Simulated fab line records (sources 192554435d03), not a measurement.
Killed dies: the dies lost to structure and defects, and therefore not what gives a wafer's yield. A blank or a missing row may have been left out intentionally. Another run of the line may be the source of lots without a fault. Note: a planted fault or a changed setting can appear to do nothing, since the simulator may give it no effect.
A struck lot beside a sound one | flow n5_finfet | 15 out of 1938 route steps
Sound: wafers L451.1, L451.4, L451.5. Struck: wafers L453.2, L453.3 (left out: L453.5, a lot-mate that was not struck); the cause follows at the end.
At each step with rows: each side's tool, then ch and its chambers, then its first start. Under that, the readings that differ: sound wafers | struck wafers | difference of the means | sigmas: that difference in standard deviations of wafers without a fault.
alike: same words and numbers on both sides, and readings whose means sit less than 2 such deviations apart. not compared: any withheld reading, any reading some wafer has no value for, any bound like >300 that may hide the same value, and any number with overlapping values for which the record gives no deviation.
A row with sigmas, a row that says differs or no value, or rows on one side alone: a step with any of these is where the two part. When numbers do not overlap yet have no deviation, they are printed without sigmas and do not part them. Lack of a reading on every wafer of one side parts them only where that side has two or more wafers.

first, 2 steps without rows for these wafers: N5_BEOL_M3_PEB_09 (peb time 60 s); N5_BEOL_M3_DEVELOP_10 (develop time 30 s).
N5_BEOL_M3_CD_MEAS_11: the cd target is 17.05 nm.
  sound on cd_sem-03 ch 0, day 7 14:50; struck on cd_sem-03 ch 0, day 8 02:20
  alike: cd_nm
N5_BEOL_M3_OVL_MEAS_12:
  sound on overlay-02 ch 0, day 7 14:52; struck on overlay-02 ch 0, day 8 02:23
  alike: M3_OVL
N5_BEOL_M3_INSPECT_13: inspects for defects (brightfield).
  struck on defect_inspect-02, day 8 02:26; sound on defect_inspect-02, day 7 14:55
  alike: raw_defect_count
N5_BEOL_M3_DESCUM_16: chemistry O2, time 7 s.
  sound on rie_diel-04 ch 1,2, day 7 15:15; struck on rie_diel-04 ch 0,3, day 8 02:52
  alike: drypump_motor_current_A, oes_product_au, rf_vpp_V, showerhead_plenum_p_Torr, temp_c, throttle_valve_pct
  not compared: rf_hours_counter_h
N5_BEOL_M3_ETCH_74: etches underlayer in N2/H2, target depth 6.5 nm, time 5.2 s.
  sound on rie_diel-04 ch 1,2, day 7 15:17; struck on rie_diel-04 ch 0,3, day 8 02:53
  alike: drypump_motor_current_A, etch_rf_on_time_s, oes_product_au, rf_vpp_V, showerhead_plenum_p_Torr, throttle_valve_pct
  not compared: rf_hours_counter_h
N5_BEOL_M3_ETCH_63: etches SiARC in CF4, target depth 15.6 nm, time 26 s.
  sound on rie_diel-04 ch 1,2, day 7 15:19; struck on rie_diel-04 ch 0,3, day 8 02:55
  alike: drypump_motor_current_A, etch_rf_on_time_s, oes_product_au, rf_vpp_V, showerhead_plenum_p_Torr, throttle_valve_pct
  not compared: rf_hours_counter_h
then, 3 steps without rows for these wafers: N5_BEOL_M3_ETCH_64 (etches SOC in N2/H2, target depth 75 nm, overetch 15 nm, time 112.5 s); N5_BEOL_M3_STRIP_65 (strips in N2/H2); N5_BEOL_M3_STRIP_75 (strips in N2/H2).
N5_BEOL_M3_STRIP_66: strips in CF4.
  sound on rie_diel-04 ch 1,2, day 7 15:28; struck on rie_diel-04 ch 0,3, day 8 03:04
  alike: drypump_motor_current_A, oes_product_au, rf_vpp_V, showerhead_plenum_p_Torr, throttle_valve_pct
  not compared: rf_hours_counter_h
N5_BEOL_M3_HM_OPEN_17: chemistry Cl2/BCl3, target TiN, target depth 20 nm, overetch 6 nm.
  sound on rie_metal-03 ch 0,1, day 7 15:30; struck on rie_metal-03 ch 1, day 8 03:06
  reading                                  | sound          | struck    | difference | sigmas
  model.SOC_of_BEOL_M3_COAT_61.thk_nm (nm) | 52.2 52.2 52.2 | 49.8 49.6 | -2.5       |
  alike: drypump_motor_current_A, oes_product_au, throttle_valve_pct
  not compared: rf_hours_counter_h
N5_BEOL_M3_STRIP_19: strips in O2.
  sound on rie_diel-02 ch 0,2, day 7 15:37; struck on rie_diel-02 ch 1,3, day 8 03:13
  reading                | sound             | struck      | difference | sigmas
  throttle_valve_pct (%) | 16.99 16.98 17.01 | 16.47 16.25 | -0.63      | -3
  alike: drypump_motor_current_A, oes_product_au, rf_vpp_V, showerhead_plenum_p_Torr, temp_c
  not compared: rf_hours_counter_h
N5_BEOL_M4_RC_MEAS_101:
  sound on prober-02 ch 0, day 8 19:49; struck on prober-01 ch 0, day 9 01:08
  alike: DIBL_N, DIBL_P, IOFF_N, IOFF_P, ION_N, ION_P, SS_N, SS_P, VT_N, VT_P

WHERE THEY PART
N5_BEOL_M3_STRIP_19 only, going by this record. Later steps at which nothing parts them and some readings are alike: N5_BEOL_M4_RC_MEAS_101.

WHY: what the simulator had put in
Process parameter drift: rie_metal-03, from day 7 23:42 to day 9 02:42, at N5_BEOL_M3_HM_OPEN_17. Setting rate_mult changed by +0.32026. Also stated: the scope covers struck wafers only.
